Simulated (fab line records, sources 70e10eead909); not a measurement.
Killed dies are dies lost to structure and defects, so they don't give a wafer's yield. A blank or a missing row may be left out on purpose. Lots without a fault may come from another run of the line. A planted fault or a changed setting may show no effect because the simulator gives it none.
Tool commonality check | flow nand_harc | 12 lots, 36 wafers sampled

WHY IT WAS OPENED
At NHARC_P_GATE_INSPECT_68 the reading raw_defect_count is flagged on 2 of 12 lots. Wafers without a fault read 206, standard deviation 92.
Rule: a lot is flagged when every wafer of it that has a number lies more than 4 standard deviations from that mean, or none has a number. The other lots count as sound.

lot  | measured     | on                | raw_defect_count, wafer by wafer | flag
L466 | day 5 06:41  | defect_inspect-01 | 176 116 152                      |
L467 | day 5 20:41  | defect_inspect-02 | 163 175 125                      |
L470 | day 6 10:53  | defect_inspect-02 | 207 209 220                      |
L469 | day 6 11:04  | defect_inspect-02 | 176 209 179                      |
L471 | day 6 22:06  | defect_inspect-02 | 425 442 461                      |
L479 | day 8 22:54  | defect_inspect-02 | 1046 833 904                     | FLAGGED
L476 | day 9 01:28  | defect_inspect-02 | 875 1030 1248                    | FLAGGED
L485 | day 10 04:02 | defect_inspect-01 | 176 287 167                      |
L486 | day 10 04:59 | defect_inspect-01 | 208 236 144                      |
L488 | day 10 21:06 | defect_inspect-01 | 208 300 208                      |
L487 | day 10 21:27 | defect_inspect-02 | 187 91 182                       |
L489 | day 11 03:58 | defect_inspect-02 | 356 316 173                      |
The numbers of the flagged lots are 989 on average: +783 against the usual, or +9 standard deviations.

WHICH TOOL RAN EACH LOT
The record holds 1 process step before the reading, out of a route of 1159 steps. In each cell: the tool, then ch and the chambers that the sampled wafers went through, then the start.
lot  | flag    | NHARC_P_GATE_STRIP_75
L466 |         | plasma_asher-01 ch 0,1, day 5 01:04
L467 |         | plasma_asher-02 ch 0,1, day 5 14:36
L470 |         | plasma_asher-01 ch 0,1, day 6 04:59
L469 |         | plasma_asher-01 ch 0,1, day 6 05:26
L471 |         | plasma_asher-01 ch 0,1, day 6 16:21
L479 | FLAGGED | plasma_asher-01 ch 0,1, day 8 16:30
L476 | FLAGGED | plasma_asher-01 ch 0,1, day 8 18:58
L485 |         | plasma_asher-02 ch 0,1, day 9 22:08
L486 |         | plasma_asher-02 ch 0,1, day 9 22:51
L488 |         | plasma_asher-02 ch 0,1, day 10 14:37
L487 |         | plasma_asher-02 ch 0,1, day 10 14:59
L489 |         | plasma_asher-02 ch 0,1, day 10 22:13
What these steps do:
- NHARC_P_GATE_STRIP_75: strips in O2.
- NHARC_P_GATE_INSPECT_68

FLAGGED OVER TOTAL, TOOL BY TOOL (the gauges that took the reading come last)
step                    | tool              | lots run | flagged | share of the flagged lots | sound lots run after its first flagged lot
NHARC_P_GATE_STRIP_75   | plasma_asher-01   | 6        | 2       | all                       | 0
NHARC_P_GATE_STRIP_75   | plasma_asher-02   | 6        | 0       | none                      | -
NHARC_P_GATE_INSPECT_68 | defect_inspect-01 | 4        | 0       | none                      | -
NHARC_P_GATE_INSPECT_68 | defect_inspect-02 | 8        | 2       | all                       | 2 (L487,L489)

WHAT THE TABLE ALLOWS
2 rows of the table ran every flagged lot: plasma_asher-01 at NHARC_P_GATE_STRIP_75, defect_inspect-02 at NHARC_P_GATE_INSPECT_68.
- plasma_asher-01 at NHARC_P_GATE_STRIP_75: 2 of its 6 lots flagged. Its last sound lot is L471 (day 6 16:21), its first flagged lot L479 (day 8 16:30): a fault that began between those two fits.
- defect_inspect-02 at NHARC_P_GATE_INSPECT_68: 2 of its 8 lots flagged. Sound lots ran on it after the first flagged one (L487, L489), which a lasting fault on the whole tool wouldn't allow.
One tool is left: plasma_asher-01 at NHARC_P_GATE_STRIP_75.

WHAT THE SIMULATOR HAD PUT IN
Chamber particle source: plasma_asher-01, from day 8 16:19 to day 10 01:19, at NHARC_P_GATE_STRIP_75. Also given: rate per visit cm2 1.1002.
Lots struck among those shown: L479, L476. The rule above found the same.
